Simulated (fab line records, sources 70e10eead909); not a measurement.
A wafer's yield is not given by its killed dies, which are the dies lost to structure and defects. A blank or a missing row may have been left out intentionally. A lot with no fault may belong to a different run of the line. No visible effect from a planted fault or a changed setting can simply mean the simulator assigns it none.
Chamber matching    flow nandHarc    NHARC_A_CHANNEL_FILL_D1_ALD_25 on aldHk-02 has 4 sister chambers
The step deposits SiOx, target thk 60 nm, pulse time 10 s, ald cycles 600. 16 wafers are shown with their chamber, then 8 later ones without.

EACH WAFER AND ITS CHAMBER
wafer   chamber  heaterPowerW (W)  susceptorTempC (C)  precursorPulseHeightRel
L077.1  2        459               299.91              1.036
L077.5  3        480               300.12              0.986
L077.6  0        415               300.21              1.010
L078.1  3        476               299.72              0.964
L078.2  1        456               299.93              0.986
L078.6  0        411               300.46              0.973
L080.2  1        452               300.13              0.993
L080.5  1        458               300.14              1.037
L080.6  0        424               299.76              1.015
L083.4  0        423               300.05              0.995
L083.5  1        448               300.02              0.997
L083.6  2        480               299.85              0.982
L086.2  3        470               300.10              1.028
L086.5  0        432               299.92              1.029
L086.6  1        490               300.00              1.026
L087.1  3        444               299.84              1.012

SIGNATURES, as means of the wafers listed above
reading                  chamber 0  chamber 1  chamber 2  chamber 3  scatter within a chamber
heaterPowerW             421.00     460.80     469.50     467.50     14.1
susceptorTempC           300.0800   300.0440   299.8800   299.9450   0.192
precursorPulseHeightRel  1.00440    1.00780    1.00900    0.99750    0.0253
Rule: for a wafer and a chamber, the distance is found by dividing, reading by reading, the gap between the wafer's reading and the chamber's mean by the reading's scatter, squaring, summing and taking the root. The wafer belongs to the nearest chamber; if the next one is less than 2 further off, it can't be placed. The scatter: take each reading less its chamber's mean, square it, sum over the shown wafers, divide by the number of wafers less the number of chambers, and take the root.

WAFERS WITHOUT THEIR CHAMBER
wafer   heaterPowerW (W)  susceptorTempC (C)  precursorPulseHeightRel
L087.4  459               300.16              0.979
L087.6  477               300.11              1.002
L095.1  469               300.16              0.994
L095.5  428               300.11              0.973
L095.6  484               299.62              1.009
L096.3  465               299.99              0.983
L096.4  472               300.11              0.995
L096.6  422               299.84              1.029

WHICH CHAMBER EACH WENT THROUGH
wafer   from the rows above                in truth
L087.4  can't be placed: 1 or 3 or 2 or 0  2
L087.6  can't be placed: 3 or 1 or 2       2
L095.1  can't be placed: 1 or 3 or 2       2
L095.5  can't be placed: 0 or 1 or 3       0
L095.6  can't be placed: 2 or 3 or 1       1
L096.3  can't be placed: 3 or 1 or 2       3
L096.4  can't be placed: 3 or 1 or 2       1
L096.6  can't be placed: 0 or 1 or 2 or 3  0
Correctly placed: 0 of 8. Can't be placed from these rows: 8 (the true chamber is among the candidates in 8). Placed wrongly: 0.
